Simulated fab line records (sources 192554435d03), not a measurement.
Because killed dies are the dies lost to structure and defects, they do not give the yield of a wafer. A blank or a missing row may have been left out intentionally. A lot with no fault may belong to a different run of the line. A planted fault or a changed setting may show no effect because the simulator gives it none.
Matching of chambers || flow n5-finfet || N5_BEOL_M12_DESCUM_15 on rie-diel-02 has 4 sister chambers
The step chemistry O2, time 7.9 s. 14 wafers are shown with their chamber, then 7 later ones without.

## WAFERS PAIRED WITH THEIR CHAMBERS
{"wafer": "L075.1", "chamber": 2, "throttle-valve-pct (%)": 20.82, "showerhead-plenum-p-Torr (Torr)": 1.99, "oes-product-au (a.u.)": 0.71}
{"wafer": "L075.2", "chamber": 3, "throttle-valve-pct (%)": 20.52, "showerhead-plenum-p-Torr (Torr)": 2.09, "oes-product-au (a.u.)": 0.73}
{"wafer": "L075.4", "chamber": 0, "throttle-valve-pct (%)": 20.83, "showerhead-plenum-p-Torr (Torr)": 2.09, "oes-product-au (a.u.)": 0.75}
{"wafer": "L077.1", "chamber": 3, "throttle-valve-pct (%)": 20.54, "showerhead-plenum-p-Torr (Torr)": 2.09, "oes-product-au (a.u.)": 0.72}
{"wafer": "L077.2", "chamber": 0, "throttle-valve-pct (%)": 20.83, "showerhead-plenum-p-Torr (Torr)": 2.09, "oes-product-au (a.u.)": 0.73}
{"wafer": "L077.6", "chamber": 0, "throttle-valve-pct (%)": 20.82, "showerhead-plenum-p-Torr (Torr)": 2.09, "oes-product-au (a.u.)": 0.74}
{"wafer": "L078.1", "chamber": 0, "throttle-valve-pct (%)": 20.82, "showerhead-plenum-p-Torr (Torr)": 2.09, "oes-product-au (a.u.)": 0.73}
{"wafer": "L078.4", "chamber": 2, "throttle-valve-pct (%)": 20.82, "showerhead-plenum-p-Torr (Torr)": 1.99, "oes-product-au (a.u.)": 0.69}
{"wafer": "L078.6", "chamber": 0, "throttle-valve-pct (%)": 20.82, "showerhead-plenum-p-Torr (Torr)": 2.09, "oes-product-au (a.u.)": 0.73}
{"wafer": "L079.4", "chamber": 0, "throttle-valve-pct (%)": 20.83, "showerhead-plenum-p-Torr (Torr)": 2.09, "oes-product-au (a.u.)": 0.73}
{"wafer": "L079.5", "chamber": 1, "throttle-valve-pct (%)": 20.18, "showerhead-plenum-p-Torr (Torr)": 2.04, "oes-product-au (a.u.)": 0.86}
{"wafer": "L079.6", "chamber": 0, "throttle-valve-pct (%)": 20.84, "showerhead-plenum-p-Torr (Torr)": 2.08, "oes-product-au (a.u.)": 0.74}
{"wafer": "L085.1", "chamber": 0, "throttle-valve-pct (%)": 20.86, "showerhead-plenum-p-Torr (Torr)": 2.08, "oes-product-au (a.u.)": 0.71}
{"wafer": "L085.2", "chamber": 1, "throttle-valve-pct (%)": 20.22, "showerhead-plenum-p-Torr (Torr)": 2.03, "oes-product-au (a.u.)": 0.84}

SIGNATURES (averages over the wafers above)
{"reading": "throttle-valve-pct", "chamber 0": 20.8313, "chamber 1": 20.2000, "chamber 2": 20.8200, "chamber 3": 20.5300, "scatter within a chamber": 0.0151}
{"reading": "showerhead-plenum-p-Torr", "chamber 0": 2.0875, "chamber 1": 2.0350, "chamber 2": 1.9900, "chamber 3": 2.0900, "scatter within a chamber": 0.00447}
{"reading": "oes-product-au", "chamber 0": 0.7325, "chamber 1": 0.8500, "chamber 2": 0.7000, "chamber 3": 0.7250, "scatter within a chamber": 0.0118}
Rule: a wafer's distance from a chamber is the root of the sum, over the readings, of the square of ((its reading less the chamber's mean) divided by the reading's scatter). If the next closest chamber is less than 2 further off than the closest, the wafer can't be placed; otherwise it belongs to the closest. The scatter: the root of (the sum of the squares of (reading less its chamber's mean) over the shown wafers, divided by (wafers less chambers)).

## WAFERS MISSING THEIR CHAMBER
{"wafer": "L085.4", "throttle-valve-pct (%)": 20.55, "showerhead-plenum-p-Torr (Torr)": 2.08, "oes-product-au (a.u.)": 0.71}
{"wafer": "L091.3", "throttle-valve-pct (%)": 20.89, "showerhead-plenum-p-Torr (Torr)": 2.08, "oes-product-au (a.u.)": 0.71}
{"wafer": "L091.4", "throttle-valve-pct (%)": 20.87, "showerhead-plenum-p-Torr (Torr)": 1.98, "oes-product-au (a.u.)": 0.67}
{"wafer": "L091.6", "throttle-valve-pct (%)": 20.86, "showerhead-plenum-p-Torr (Torr)": 1.98, "oes-product-au (a.u.)": 0.68}
{"wafer": "L092.1", "throttle-valve-pct (%)": 20.87, "showerhead-plenum-p-Torr (Torr)": 1.98, "oes-product-au (a.u.)": 0.67}
{"wafer": "L092.3", "throttle-valve-pct (%)": 20.88, "showerhead-plenum-p-Torr (Torr)": 2.07, "oes-product-au (a.u.)": 0.70}
{"wafer": "L092.6", "throttle-valve-pct (%)": 20.25, "showerhead-plenum-p-Torr (Torr)": 2.03, "oes-product-au (a.u.)": 0.82}

## WHICH CHAMBER EACH ONE RAN IN
{"wafer": "L085.4", "from the rows above": 3, "in truth": 3}
{"wafer": "L091.3", "from the rows above": 0, "in truth": 0}
{"wafer": "L091.4", "from the rows above": 2, "in truth": 2}
{"wafer": "L091.6", "from the rows above": 2, "in truth": 2}
{"wafer": "L092.1", "from the rows above": 2, "in truth": 2}
{"wafer": "L092.3", "from the rows above": 0, "in truth": 0}
{"wafer": "L092.6", "from the rows above": 1, "in truth": 1}
Placed correctly: 7 of 7. From these rows, 0 cannot be placed. Number placed wrongly: 0.
